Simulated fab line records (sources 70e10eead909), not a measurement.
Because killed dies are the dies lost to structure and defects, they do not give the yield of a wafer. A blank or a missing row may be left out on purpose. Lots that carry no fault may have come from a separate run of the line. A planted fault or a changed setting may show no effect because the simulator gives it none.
One fault seen from 2 desks :: flow nand-harc :: what lay behind the numbers comes last; until then each desk has only its own

METROLOGY DESK
What the gauges read, lot by lot, whatever tool the lot ran on: means of the sampled wafers that have a number. The brackets show how far a lot's mean lies from the usual mean; more than 4 standard deviations puts the lot out of limits, marked OUT.
Columns: A = thk-nm at NHARC_A_BONDPAD_THK_MEAS_30, usual 199.8 nm; B = cd-nm at NHARC_A_BONDPAD_CD_MEAS_09, usual 499.7 nm; C = overlay-x-nm at NHARC_HYBRID_BOND_OVL_MEAS_05, usual -2 nm; D = overlay-y-nm at NHARC_HYBRID_BOND_OVL_MEAS_05, usual 5 nm
lot: L708
first seen here: day 23 13:48
A: 200.4
B: 503.4
C: 1
D: 32

lot: L707
first seen here: day 23 18:10
A: 200.1
B: 497.8
C: 6
D: -10

lot: L709
first seen here: day 23 19:25
A: 199.8
B: 499.5
C: -7
D: 42

lot: L710
first seen here: day 24 09:01
A: 200.4
B: 500.2
C: 24
D: 12

lot: L711
first seen here: day 24 09:50
A: 201.0
B: 499.5
C: -17
D: 25

lot: L713
first seen here: day 26 01:29
A: 200.8
B: 501.6
C: -29
D: -18

lot: L714
first seen here: day 26 03:02
A: 199.8
B: 502.8
C: -13
D: 25

lot: L715
first seen here: day 26 12:46
A: 200.0
B: 495.7
C: -5
D: -23

lot: L723
first seen here: day 29 03:43
A: 200.4
B: 501.3
C: 6
D: 0

lot: L722
first seen here: day 30 02:05
A: 199.6
B: 499.4
C: -7
D: 16

lot: L725
first seen here: day 30 05:37
A: 198.8
B: 499.8
C: -23
D: 3

lot: L727
first seen here: day 31 01:52
A: 201.5
B: 501.5
C: 34
D: -8

lot: L728
first seen here: day 32 01:29
A: 198.9
B: 501.0
C: -15
D: 24

lot: L730
first seen here: day 33 17:17
A: 200.4
B: 498.8
C: -9
D: -9
Finding of this desk: none of the 14 lots has anything out of limits.

THE TOOL OWNER'S DESK: rie-metal-03
The tool's own readings at NHARC_THIN_TSV_ETCH_59 (etches the open film in Cl2/BCl3, target depth 880 nm, time 138.1 s): means of the sampled wafers that have a number, for each lot that ran on this tool. The brackets show how far a lot's mean lies from the usual mean; more than 4 standard deviations puts the lot out of limits, marked OUT.
Columns: A = bcl3-flow-sccm at NHARC_THIN_TSV_ETCH_59, usual 30.02 sccm; B = bias-w at NHARC_THIN_TSV_ETCH_59, usual 100.0 W; C = drypump-motor-current-A at NHARC_THIN_TSV_ETCH_59, usual 5.9 A; D = oes-product-au at NHARC_THIN_TSV_ETCH_59, usual 1.004 a.u.; E = run-length-s at NHARC_THIN_TSV_ETCH_59, usual 159.4 s; F = throttle-valve-pct at NHARC_THIN_TSV_ETCH_59, usual 22.264 %
lot: L707
first seen here: day 24 16:53
A: 30.03
B: 99.9
C: 5.9
D: 1.008
E: 159.1
F: 22.266

lot: L711
first seen here: day 25 10:00
A: 29.99
B: 100.2
C: 6.0
D: 0.993
E: 159.2
F: 22.260

lot: L713
first seen here: day 26 23:28
A: 30.04
B: 100.1
C: 5.9
D: 1.008
E: 150.6 (-21) OUT
F: 22.259

lot: L714
first seen here: day 27 00:49
A: 30.07
B: 99.8
C: 6.0
D: 0.995
E: 150.7 (-21) OUT
F: 22.256

lot: L725
first seen here: day 31 03:23
A: 29.94
B: 100.2
C: 6.0
D: 0.998
E: 159.2
F: 22.267

lot: L727
first seen here: day 32 00:56
A: 29.93
B: 100.0
C: 5.9
D: 1.002
E: 159.1
F: 22.267

lot: L730
first seen here: day 34 14:58
A: 30.13
B: 100.1
C: 5.9
D: 0.997
E: 159.1
F: 22.266
Finding of this desk: L713, L714 out of limits; the first was L713 at day 26 23:28, on run-length-s at NHARC_THIN_TSV_ETCH_59. L707, L711, L725, L727, L730: within limits.

ALL TOGETHER
The tool owner's desk could have raised an alarm at day 26 23:28, on L713, L714.
Nothing out of limits was seen by the metrology desk.
The metrology desk has L713, L714 on record, within its limits.
On rie-metal-03, each named lot ran NHARC_THIN_TSV_ETCH_59.

WHAT THE SIMULATOR HAD PUT IN
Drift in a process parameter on rie-metal-03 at NHARC_THIN_TSV_ETCH_59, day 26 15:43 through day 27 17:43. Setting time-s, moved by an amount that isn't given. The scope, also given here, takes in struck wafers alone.
Lots struck among those shown: L713, L714.
Hours from the fault's start to each desk's first reading out of limits: the tool owner's desk, 8.
